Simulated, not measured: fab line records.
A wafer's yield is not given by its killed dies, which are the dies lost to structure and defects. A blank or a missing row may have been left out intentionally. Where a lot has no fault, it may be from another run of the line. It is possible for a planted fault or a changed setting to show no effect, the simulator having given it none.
fab line records	flow nand-harc
record: lots: 12	wafers: 36	last-day: 33
route steps=1302 shown A_SLIT@940 A_WL_FILL@952 END@1302
lots that met no fault: taken from a fault-free run of the same line
start-h: hours from the record's first day to the start of the lot's first wafer shown	wait-h: hours since the lot's step before	" the same as in the row above	L1.1+2: one row covering several wafers at once	- no value, or no start given	* or withheld: withheld	< > ~ a bound
route shown NAME@n: NAME is a module with steps in the file, n the number in the route of the first one	usual: mean/standard deviation of fault-free wafers	same: alike in all rows	chamber/n: place in a boat	sites: readings site by site	_std_site: how widely they spread, as a standard deviation	_edge_site: mean of outer sites minus mean of inner sites	radius-mm: how far each site lies from the wafer's centre	mask NAME#n: copy n	behind: the most recent tool/chamber to have shaped the wafer	hold: reason for holding the lot/hours on hold/outcome of the hold	device: transistor that didn't switch, given as n, p or np	end of line: the route-end tests of the same wafers	a step given without rows: its recipe and nothing more	killed: at the first sort, the dies lost to defects and structure; wafer yield is something else	map: dies across one wafer; x = killed, . = not, _ = none there
set.NAME: the run value of the setting; set.NAME@STEP: its run value at that earlier step	model.NAME: the simulator's own value behind a step, which no gauge read
a sample of lots followed through the steps of the route, with each step as a table and each wafer as a row
services: from which hour (start-h, from the record's first day; less than 0 if before it) a tool's chamber was out of use, for how many hours, and why
== steps ==
step: NHARC_A_SLIT_ETCH_26
recipe: bias-v: 400	source-w: 2000	pressure-mtorr: 25	time-s: 90	ar-flow-sccm: 375	c4f8-flow-sccm: 41.7	o2-flow-sccm: 83.3	target-depth-a: 4000	chemistry: C4F8/O2/Ar
usual: drypump-motor-current-A: 6.0/0.64	showerhead-plenum-p-Torr: 3.74/0.12	throttle-valve-pct: 27.619/0.0093
lot.wafer	tool	chamber	start-h	wait-h	drypump-motor-current-A	rf-hours-counter-h	showerhead-plenum-p-Torr	throttle-valve-pct
L729.2	har-etch-02	1	465.36	2.4	5.0	34	3.96	27.633
L729.3	"	1	"	"	5.0	-	3.96	27.631
L729.6	"	1	"	"	5.0	-	3.96	27.619
L732.1	har-etch-02	0	486.03	2.5	6.3	53	3.72	27.622
L732.4	"	0	"	"	6.3	-	3.72	27.620
L732.5	"	0	"	"	6.3	-	3.72	27.605
L734.2	har-etch-02	0	499.50	3.0	6.3	57	3.72	27.620
L734.1	"	1	"	"	5.0	57	3.95	27.607
L734.6	"	1	"	"	5.0	-	3.95	27.620
L731.1	har-etch-02	0	503.37	3.1	6.3	61	3.72	27.624
L731.6	"	0	"	"	6.3	-	3.72	27.608
L731.5	"	1	"	"	5.0	-	3.95	27.627
L735.1	har-etch-02	0	520.43	3.0	6.3	72	3.71	27.603
L735.3	"	0	"	"	6.3	-	3.71	27.623
L735.4	"	1	"	"	5.0	-	3.94	27.611
L736.2	har-etch-01	0	520.91	3.0	6.2	298	3.65	27.620
L736.1	"	1	"	"	6.6	298	3.65	27.625
L736.3	"	0	"	"	6.2	-	3.65	27.615
L740.1	har-etch-01	0	570.11	3.0	6.1	321	3.64	27.614
L740.4	"	0	"	"	6.1	-	3.64	27.627
L740.5	"	0	"	"	6.2	-	3.64	27.618
L743.4	har-etch-02	0	593.47	1.9	6.3	-	3.69	27.642
L743.3	"	1	"	"	5.0	-	3.91	27.620
L743.5	"	1	"	"	5.0	-	3.91	27.603
L741.2	har-etch-02	1	597.32	2.5	4.9	118	3.91	27.627
L741.4	"	1	"	"	5.0	-	3.91	27.619
L741.5	"	1	"	"	4.9	-	3.91	27.616
L748.3	har-etch-01	0	661.96	1.9	6.1	-	3.61	27.608
L748.6	"	0	"	"	6.1	-	3.61	27.605
L748.5	"	1	"	"	6.7	-	3.61	27.616
L749.1	har-etch-01	1	666.40	2.4	6.6	378	3.61	27.622
L749.3	"	0	"	"	6.2	-	3.61	27.617
L749.4	"	1	"	"	6.6	-	3.61	27.604
L751.1	har-etch-02	0	683.61	3.0	6.3	164	3.66	27.598
L751.4	"	0	"	"	6.3	-	3.66	27.613
L751.6	"	0	"	"	6.3	-	3.66	27.595
step: NHARC_A_WL_FILL_ALD_00
recipe: target-thk-a: 30	pulse-time-s: 3	ald-cycles: 30	temp-c: 300	material: Al2O3
usual: heater-power-w: 484/34	precursor-pulse-height-rel: 1.002/0.02
lot.wafer	tool	chamber	start-h	wait-h	heater-power-w	precursor-pulse-height-rel
L729.3	ald-hk-03	2	473.40	0.1	456	1.000
L729.2	"	0	"	"	473	1.007
L729.6	"	2	"	"	455	0.995
L732.4	ald-hk-03	1	494.21	0.1	492	0.987
L732.1	"	3	"	"	513	0.979
L732.5	"	0	"	"	479	1.018
L734.1	ald-hk-03	3	507.61	0.1	517	1.005
L734.2	"	1	"	"	486	1.008
L734.6	"	2	"	"	461	0.998
L731.1	ald-hk-02	1	511.64	0.1	501	1.043
L731.6	"	2	"	"	537	1.009
L731.5	"	3	"	"	448	0.996
L735.4	ald-hk-02	2	528.64	0.1	529	1.007
L735.1	"	3	"	"	458	1.011
L735.3	"	0	"	"	510	0.999
L736.3	ald-hk-03	1	528.65	0.1	486	1.005
L736.2	"	2	"	"	470	0.950
L736.1	"	3	"	"	524	0.994
L740.1	ald-hk-01	0	578.22	0.1	469	1.028
L740.4	"	1	"	"	446	0.988
L740.5	"	1	"	"	447	1.005
L743.3	ald-hk-02	2	601.51	0.1	558	0.992
L743.4	"	3	"	"	447	1.009
L743.5	"	3	"	"	431	1.009
L741.2	ald-hk-03	1	605.60	0.2	458	1.016
L741.4	"	3	"	"	486	0.971
L741.5	"	1	"	"	461	1.007
L748.3	ald-hk-02	1	670.08	0.1	502	1.000
L748.5	"	1	"	"	503	0.957
L748.6	"	2	"	"	561	0.979
L749.4	ald-hk-03	0	674.30	0.1	506	1.009
L749.3	"	1	"	"	469	0.999
L749.1	"	2	"	"	451	1.024
L751.4	ald-hk-03	2	691.70	0.1	442	1.001
L751.1	"	0	"	"	482	1.018
L751.6	"	3	"	"	479	1.001
step: NHARC_A_WL_FILL_ETCHBACK_05
recipe: target-depth-a: 220	time-s: 60	temp-c: 40	chemistry: Cl2/BCl3
usual: drypump-motor-current-A: 5.79/0.25	oes-product-au: 1.002/0.0065	run-length-s: 81.0/0.47
lot.wafer	tool	chamber	start-h	wait-h	drypump-motor-current-A	oes-product-au	rf-hours-counter-h	run-length-s
L729.2	rie-metal-01	1	475.11	0.2	5.78	1.000	1.3	81.2
L729.3	"	1	"	"	5.78	1.018	-	81.3
L729.6	"	1	"	"	5.79	1.005	-	81.5
L732.1	rie-metal-02	0	495.70	0.2	5.99	1.004	0.5	81.3
L732.4	"	0	"	"	5.97	1.004	-	81.3
L732.5	"	0	"	"	5.97	1.008	-	81.3
L734.2	rie-metal-02	0	509.15	0.2	5.97	0.990	0.8	80.8
L734.1	"	1	"	"	5.51	0.995	0.8	80.1
L734.6	"	1	"	"	5.49	0.994	-	80.7
L731.1	rie-metal-02	1	513.10	0.2	5.56	1.002	1.0	80.7
L731.5	"	0	"	"	6.00	1.012	-	80.9
L731.6	"	1	"	"	5.56	0.995	-	80.1
L735.1	rie-metal-03	0	530.19	0.2	5.79	1.001	0.1	81.6
L735.3	"	1	"	"	6.22	1.006	-	81.7
L735.4	"	0	"	"	5.79	0.997	-	81.8
L736.1	rie-metal-02	1	530.34	0.2	5.52	1.005	1.3	80.7
L736.2	"	0	"	"	5.99	1.000	1.3	81.3
L736.3	"	1	"	"	5.57	0.995	-	80.4
L740.1	rie-metal-03	0	579.78	0.2	5.81	1.003	1.1	81.2
L740.4	"	1	"	"	6.21	1.003	-	81.1
L740.5	"	1	"	"	6.24	0.998	-	81.3
L743.4	rie-metal-02	0	603.13	0.2	6.00	0.996	-	80.9
L743.3	"	1	"	"	5.48	1.002	-	83.2
L743.5	"	1	"	"	5.53	0.999	-	83.4
L741.2	rie-metal-02	0	607.24	0.2	5.99	1.006	2.8	81.4
L741.4	"	1	"	"	5.55	0.994	-	80.3
L741.5	"	1	"	"	5.55	0.999	-	83.3
L748.3	rie-metal-01	0	671.95	0.2	5.54	0.990	-	80.9
L748.6	"	0	"	"	5.53	1.000	-	81.0
L748.5	"	1	"	"	5.79	0.995	-	81.4
L749.1	rie-metal-03	1	676.11	0.2	6.21	0.991	2.7	81.6
L749.4	"	0	"	"	5.80	1.001	-	81.2
L749.3	"	1	"	"	6.22	1.009	-	81.0
L751.1	rie-metal-01	1	693.23	0.2	5.80	1.004	2.0	81.5
L751.4	"	1	"	"	5.80	1.002	-	81.7
L751.6	"	0	"	"	5.48	1.001	-	80.5
step: NHARC_A_WL_FILL_ETCHBACK_16
recipe: target-depth-a: 1200	time-s: 24	c4f8-flow-sccm: withheld	o2-flow-sccm: 8	ar-flow-sccm: withheld	rf-w: 600	bias-w: 800	chemistry: C4F8/O2/Ar
usual: oes-product-au: 0.987/0.025	rf-vpp-V: 725/3.3	run-length-s: 45.3/0.43
lot.wafer	tool	chamber	start-h	wait-h	oes-product-au	rf-hours-counter-h	rf-vpp-V	run-length-s
L729.3	rie-diel-08	3	-	-	1.006	5.5	723	45.3
L729.2	"	0	"	"	0.999	5.4	726	45.1
L729.6	"	2	"	"	1.003	-	726	46.4
L732.1	rie-diel-07	2	-	-	0.940	0.3	721	45.1
L732.4	"	0	"	"	0.926	0.3	729	45.1
L732.5	"	2	"	"	0.924	-	719	44.7
L734.2	rie-diel-07	1	-	-	0.992	1.0	728	45.1
L734.1	"	2	"	"	1.017	0.7	719	44.7
L734.6	"	3	"	"	0.994	-	721	45.6
L731.1	rie-diel-07	2	-	-	1.006	0.7	721	45.0
L731.6	"	0	"	"	0.992	-	729	44.7
L731.5	"	1	"	"	1.010	-	730	45.3
L735.4	rie-diel-03	0	-	-	1.005	2.4	730	44.9
L735.1	"	1	"	"	1.000	2.6	724	45.7
L735.3	"	2	"	"	0.996	2.3	730	45.8
L736.1	rie-diel-07	0	-	-	1.003	1.4	729	44.7
L736.3	"	2	"	"	0.996	1.2	720	45.0
L736.2	"	3	"	"	1.003	1.2	722	45.7
L740.4	rie-diel-03	1	-	-	0.974	4.5	725	46.0
L740.1	"	2	"	"	0.950	4.1	728	45.4
L740.5	"	2	"	"	0.950	-	728	45.6
L743.3	rie-diel-03	1	-	-	1.000	5.2	724	45.8
L743.4	"	2	"	"	1.001	4.7	728	45.5
L743.5	"	1	"	"	0.997	-	723	45.9
L741.4	rie-diel-08	3	-	-	1.002	2.7	722	45.2
L741.2	"	0	"	"	0.998	3.3	725	44.9
L741.5	"	2	"	"	0.995	-	727	45.6
L748.3	rie-diel-03	0	-	-	0.993	0.5	730	44.8
L748.5	"	2	"	"	0.989	-	729	45.8
L748.6	"	3	"	"	0.999	-	726	44.6
L749.1	rie-diel-03	1	-	-	0.989	0.5	726	45.6
L749.4	"	2	"	"	0.988	0.5	729	45.4
L749.3	"	3	"	"	1.005	0.5	726	45.3
L751.4	rie-diel-08	3	-	-	0.929	7.7	723	45.2
L751.1	"	0	"	"	0.926	8.9	725	45.1
L751.6	"	2	"	"	0.941	-	726	45.5
step: NHARC_END_SORT_01
recipe: temp-c: 25
usual: killed-at-array: 54/16	killed-at-other: 0.6/0.86	killed-at-periphery: 3.8/2.6	killed-dies: 58/16	killed-open: 3.3/1.8	killed-short: 2.7/1.7
same: gross-dies: 677
lot.wafer	tool	chamber	start-h	wait-h	killed-at-array	killed-at-other	killed-at-periphery	killed-dies	killed-open	killed-short
L743.5	prober-01	0	703.96	3.7	43	1	5	49	4	2
killed by level:class
L743.5 A_CHANNEL_HOLE_D2:chamber-film-flake=14 A_CHANNEL_HOLE_D1:chamber-film-flake=10 A_CONTACT:chamber-film-flake=5 P_STI:chamber-film-flake=3 A_SLIT:chamber-film-flake=3 A_M1:chamber-film-flake=3 A_ZERO_WELL:chamber-film-flake=2 P_STI:geometric-particle:short=1
== services ==
tool	chamber	start-h	hours	kind
rie-metal-03	1	447.04	7.5	repair
rie-metal-02	-	454.00	9.0	pm
rie-diel-03	-	458.30	9.0	pm
rie-diel-07	-	471.20	9.0	pm
rie-diel-08	2	476.74	3.3	repair
rie-diel-07	3	482.17	1.8	repair
rie-diel-07	2	484.21	4.3	repair
rie-diel-03	0	498.80	6.5	repair
rie-diel-08	1	500.14	6.8	repair
rie-metal-03	-	519.00	9.0	pm
ald-hk-02	-	529.24	10.0	pm
rie-metal-01	-	534.98	0.8	repair
rie-diel-08	-	544.80	9.0	pm
rie-diel-07	3	546.66	8.5	repair
rie-metal-02	-	588.52	1.9	repair
rie-diel-07	1	593.62	5.2	repair
rie-diel-03	3	596.46	5.7	repair
rie-diel-07	2	611.95	9.3	repair
rie-diel-03	3	615.38	18.9	repair
ald-hk-03	-	629.13	1.2	repair
rie-metal-02	-	631.00	9.0	pm
rie-diel-03	-	635.30	9.0	pm
rie-diel-07	-	648.20	9.0	pm
rie-diel-07	1	667.54	6.8	repair
== key ==
first-sign: step: NHARC_A_WL_FILL_ETCHBACK_05	reading: run-length-s	direction: up	sigmas: 4.9	usual: *	struck: *
effect none on later readings
met-at NHARC_A_WL_FILL_ETCHBACK_05
struck-lots L741,L743
struck-wafers L741.5,L743.3,L743.5
tester-left-out L741,L743
not-acting-at NHARC_A_SLIT_ETCH_26,NHARC_A_WL_FILL_ALD_00,NHARC_A_WL_FILL_ETCHBACK_16
onset-between 530.34 603.13
fault: kind: process-parameter-drift	tool: rie-metal-02	chamber: -	onset-h: 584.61	steps: NHARC_A_WL_FILL_ETCHBACK_05	channel: time-s	offset: *	shape: step	end-h: 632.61	scope: struck-wafers-only	acts-in: *	stated: *
tester-left-out: of these lots the tester's yield and bins aren't shown, on N5 and GAA mostly nor the transistor test; their killed dies are dies lost to structure and defects alone, not to doping, threshold or leakage, so they don't give the yield
